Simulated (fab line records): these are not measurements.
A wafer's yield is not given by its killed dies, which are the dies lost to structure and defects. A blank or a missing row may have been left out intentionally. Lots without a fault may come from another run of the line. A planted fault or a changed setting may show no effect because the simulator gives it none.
Chamber matching / flow n5_finfet / N5_BEOL_M9_ETCH_65 on rie_diel-04: 4 sister chambers
The step etches SiARC in CF4, target depth 15.6 nm, time 26 s. 8 wafers are shown with their chamber, then 11 later ones without.

EACH WAFER AND ITS CHAMBER
wafer=L083.3; chamber=1; drypump_motor_current_A (A)=6.3; etch_rf_on_time_s (s)=25.3
wafer=L085.1; chamber=0; drypump_motor_current_A (A)=5.8; etch_rf_on_time_s (s)=25.6
wafer=L086.4; chamber=2; drypump_motor_current_A (A)=5.3; etch_rf_on_time_s (s)=26.9
wafer=L086.5; chamber=1; drypump_motor_current_A (A)=6.3; etch_rf_on_time_s (s)=25.3
wafer=L089.2; chamber=0; drypump_motor_current_A (A)=5.8; etch_rf_on_time_s (s)=25.4
wafer=L089.3; chamber=3; drypump_motor_current_A (A)=5.6; etch_rf_on_time_s (s)=25.2
wafer=L089.5; chamber=2; drypump_motor_current_A (A)=5.2; etch_rf_on_time_s (s)=27.3
wafer=L090.2; chamber=3; drypump_motor_current_A (A)=5.6; etch_rf_on_time_s (s)=25.0

WAFERS WHOSE CHAMBER IS MISSING
wafer=L090.4; drypump_motor_current_A (A)=5.3; etch_rf_on_time_s (s)=27.0
wafer=L090.6; drypump_motor_current_A (A)=5.3; etch_rf_on_time_s (s)=27.0
wafer=L091.2; drypump_motor_current_A (A)=5.8; etch_rf_on_time_s (s)=25.7
wafer=L091.5; drypump_motor_current_A (A)=5.2; etch_rf_on_time_s (s)=26.8
wafer=L091.6; drypump_motor_current_A (A)=6.2; etch_rf_on_time_s (s)=25.0
wafer=L088.2; drypump_motor_current_A (A)=6.3; etch_rf_on_time_s (s)=24.9
wafer=L088.3; drypump_motor_current_A (A)=5.8; etch_rf_on_time_s (s)=25.8
wafer=L088.6; drypump_motor_current_A (A)=5.8; etch_rf_on_time_s (s)=25.9
wafer=L097.1; drypump_motor_current_A (A)=5.7; etch_rf_on_time_s (s)=25.0
wafer=L097.5; drypump_motor_current_A (A)=5.8; etch_rf_on_time_s (s)=25.9
wafer=L097.6; drypump_motor_current_A (A)=6.3; etch_rf_on_time_s (s)=24.9

CHAMBER TAKEN BY EACH
wafer=L090.4; from the rows above=2; in truth=2
wafer=L090.6; from the rows above=2; in truth=2
wafer=L091.2; from the rows above=0; in truth=0
wafer=L091.5; from the rows above=2; in truth=2
wafer=L091.6; from the rows above=1; in truth=1
wafer=L088.2; from the rows above=1; in truth=1
wafer=L088.3; from the rows above=0; in truth=0
wafer=L088.6; from the rows above=0; in truth=0
wafer=L097.1; from the rows above=can't be placed: 3 or 0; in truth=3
wafer=L097.5; from the rows above=0; in truth=0
wafer=L097.6; from the rows above=1; in truth=1
Correct placement for 10 of the 11. Not placeable from these rows: 1 (in 1, the candidates include the true chamber). Placed wrongly: 0.
How it was worked out, from the rows above alone: a wafer's distance from a chamber is the root of the sum, over the readings, of the square of ((its reading less the chamber's mean) divided by the reading's scatter). The wafer belongs to the nearest chamber; if the next one is less than 2 further off, it can't be placed. A chamber's mean is the mean of its shown wafers. The scatter is the square root of a quotient: the sum, over the shown wafers, of each reading's squared deviation from its chamber's mean, divided by wafers minus chambers.
